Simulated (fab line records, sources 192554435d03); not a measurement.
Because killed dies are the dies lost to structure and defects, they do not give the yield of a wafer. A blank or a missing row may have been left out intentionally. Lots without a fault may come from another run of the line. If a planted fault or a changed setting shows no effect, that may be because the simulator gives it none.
Chamber matching -- flow n5-finfet -- N5_GATE_CUT_STRIP_41 on rie-diel-03: 4 sister chambers
The step strips in CF4. 4 wafers are shown with their chamber, then 9 later ones without.

== WAFERS, EACH WITH ITS CHAMBER ==
wafer,chamber,showerhead-plenum-p-Torr (Torr)
L082.3,3,1.72
L088.3,0,1.85
L088.5,1,1.87
L088.6,2,1.68

== WAFERS MISSING THEIR CHAMBER ==
wafer,showerhead-plenum-p-Torr (Torr)
L091.1,1.71
L091.2,1.85
L091.6,1.71
L092.1,1.87
L092.2,1.71
L092.3,1.85
L093.1,1.87
L093.2,1.71
L093.3,1.84

== CHAMBER TAKEN BY EACH ==
wafer,from the rows above,in truth
L091.1,3,3
L091.2,0,0
L091.6,3,3
L092.1,1,1
L092.2,3,3
L092.3,0,0
L093.1,1,1
L093.2,3,3
L093.3,0,0
9 of 9 placed correctly. Not placeable from these rows: 0. Wrongly placed: 0.
How it was worked out, from the rows above alone: a wafer's distance from a chamber is the root of the sum, over the readings, of the square of ((its reading less the chamber's mean) divided by the reading's scatter). The wafer belongs to the nearest chamber; if the next one is less than 2 further off, it can't be placed. A chamber's mean is the mean of its shown wafers. The scatter: with one shown wafer a chamber, the root of the mean of the squares of how far each hidden wafer lies from its nearest shown one.
